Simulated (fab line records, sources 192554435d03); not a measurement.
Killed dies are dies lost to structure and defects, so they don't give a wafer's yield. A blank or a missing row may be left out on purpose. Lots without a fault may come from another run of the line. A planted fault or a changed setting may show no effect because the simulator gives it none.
A struck lot beside a sound one | flow n5_finfet | 41 steps out of a route of 1938
Sound: wafers L113.2, L113.4, L113.6. Struck: wafer L123.3. (L123.1, L123.6 of the same lot were not struck and are left out.) The cause comes at the end.
At each step with rows: each side's tool, then ch and its chambers, then its first start. Under that, the readings that differ: sound wafers | struck wafers | difference of the means | sigmas: that difference in standard deviations of wafers without a fault.
alike: readings whose means differ by less than 2 such deviations, and words and numbers that are the same on both sides. not compared: withheld readings, readings that some wafer has no value for, bounds like >300 that may hide the same value, and numbers for which the record gives no deviation and whose values overlap.
The two part at a step that has a row with sigmas, a row that says differs or no value, or rows on one side only. Numbers that don't overlap but have no deviation are shown without sigmas and don't part them. A reading that every wafer of one side lacks parts them only if that side has two wafers or more.

first, 11 steps without rows for these wafers: N5_HKMG_FIN_DESCUM_17 (chemistry O2, time 7.9 s); N5_HKMG_FIN_ETCH_31 (etches SiARC in CF4, target depth 45.5 nm, time 75.8 s); N5_HKMG_FIN_ETCH_32 (etches SOC in N2/H2, target depth 240 nm, time 300 s); N5_HKMG_FIN_STRIP_33 (strips in N2/H2); N5_HKMG_FIN_STRIP_34 (strips in CF4); N5_HKMG_FIN_ETCH_35 (etches SOC in N2/H2, target depth 215.8 nm, time 243.4 s); N5_HKMG_FIN_STRIP_92 (strips SOC in N2/H2, time 20 s); N5_HKMG_FIN_WET_ETCH_18 (etches TiN in SC1, time 55 s, target depth 5.2 nm, rinse time 30 s); N5_HKMG_FIN_STRIP_19 (strips in N2/H2, time 360 s); N5_HKMG_FIN_ALD_91 (deposits TiN, target thk 1 nm, pulse time 1 s, purge time 3 s); N5_HKMG_FIN_COAT_85 (time 60 s, resist thk 300 nm).
N5_HKMG_FIN_ETCH_86: etches SOC in N2/H2, stops on TiN, target depth 393.2 nm.
  sound on rie_diel-06 ch 1,2,3, day 5 23:24; struck on rie_diel-06 ch 2, day 8 09:36
  reading                                   | sound             | struck | difference | sigmas
  oes_product_au (a.u.)                     | 0.76 0.76 0.69    | 0.95   | +0.21      | +2
  rf_fwd_power_W (W)                        | 839 847 845       | 1048   | +204       | +58
  rf_vpp_V (V)                              | 239.9 239.5 242.0 | 222.0  | -18.5      | -15
  throttle_valve_pct (%)                    | 18.15 17.86 17.65 | 17.27  | -0.62      | -2
  model.SOC_of_HKMG_FIN_COAT_85.thk_nm (nm) | 18 17.4 19.8      | 8.6    | -9.8       |
  model.TiN_of_HKMG_FIN_ALD_91.thk_nm (nm)  | 1 1 1             | 0      | -1         |
  alike: drypump_motor_current_A, showerhead_plenum_p_Torr
  not compared: rf_hours_counter_h
then, 27 steps without rows for these wafers: N5_HKMG_FIN_STRIP_89 (strips SOC in N2/H2, time 20 s); N5_HKMG_FIN_WET_ETCH_87 (etches TiN in SC1, time 154.2 s, target depth 4.7 nm, rinse time 30 s); N5_HKMG_FIN_STRIP_88 (strips in N2/H2, time 360 s); N5_HKMG_FIN_NWFM_ALD_20 (deposits TiAlC, target thk 2 nm, pulse time 3 s, purge time 2 s); N5_HKMG_FIN_ALD_71 (deposits TiN, target thk 1 nm, pulse time 1 s, purge time 3 s); N5_HKMG_FIN_COAT_66 (time 60 s, resist thk 300 nm); N5_HKMG_FIN_ETCH_67 (etches SOC in N2/H2, stops on TiN, target depth 388.9 nm); N5_HKMG_FIN_STRIP_90 (strips SOC in N2/H2, time 20 s); N5_HKMG_FIN_WET_ETCH_73 (etches the open film in SC1, time 42.3 s, target depth 1.3 nm, rinse time 30 s); N5_HKMG_FIN_ETCHBACK_68 (etches the open film in Cl2/Ar, stops on HfO2, target depth 0.5 nm); N5_HKMG_FIN_STRIP_69 (strips in N2/H2, time 360 s); N5_HKMG_FIN_ALD_21 (deposits TiN, target thk 1.5 nm, pulse time 1 s, purge time 3 s); N5_HKMG_FIN_ALD_72 (deposits W, target thk 2 nm, pulse time 1 s, purge time 2 s); N5_HKMG_FIN_W_FILL_22 (material W, target thk 60 nm, time 18.2 s); N5_HKMG_FIN_PRECLEAN_83 (cleans in DIW, time 57.5 s); N5_HKMG_FIN_SRD_84 (dry time 32 s); N5_HKMG_FIN_CMP_23 (polishes, stops on SiNx, t overpolish 10 s, target thk 46.326 nm); N5_HKMG_FIN_CMP_94 (polishes, stops on SiNx, t overpolish 4.7 s, target thk 43.299 nm); N5_GATE_CUT_ETCHBACK_00 (etches W in SF6/Cl2); N5_GATE_CUT_ETCH_56 (etches TiN in Cl2/Ar, target depth 21.6 nm); N5_GATE_CUT_ETCHBACK_30 (etches TiN in Cl2/Ar, target depth 3 nm); N5_GATE_CUT_VAPOR_ETCH_60 (etches HfO2 in BCl3/Cl2); N5_GATE_CUT_ETCH_58 (etches SiNx in CH3F/O2, target depth 17 nm, time 128.6 s); N5_GATE_CUT_STRIP_59 (strips in N2/H2, time 20 s); N5_GATE_CUT_PRECLEAN_31 (cleans in DIW, time 300 s); N5_GATE_CUT_SRD_32 (time 30 s); N5_GATE_CUT_SAC_CAP_01 (material SiNx, target thk 24 nm, pulse time 1 s, ald cycles 480).
N5_BEOL_M4_RC_MEAS_101:
  the record has rows for the sound wafers here (prober-02 ch 0, day 10 04:13) and none for the struck ones
-- the record jumps here: 9 days lie between the struck wafers' starts before and after (it left off in module BEOL_M4 and takes up again in module PASSIVATION, whose first step shown is number 1936 of the route) --
N5_PASSIVATION_PROBE_49:
  the record has rows for the struck wafers here (prober-01, day 16 22:45) and none for the sound ones

WHERE THEY PART
First at N5_HKMG_FIN_ETCH_86; last, within this record, at N5_PASSIVATION_PROBE_49.

WHY: what the simulator had put in
Process parameter drift: rie_diel-06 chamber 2, from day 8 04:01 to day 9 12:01, at N5_HKMG_FIN_ETCH_86. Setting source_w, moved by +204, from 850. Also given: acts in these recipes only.
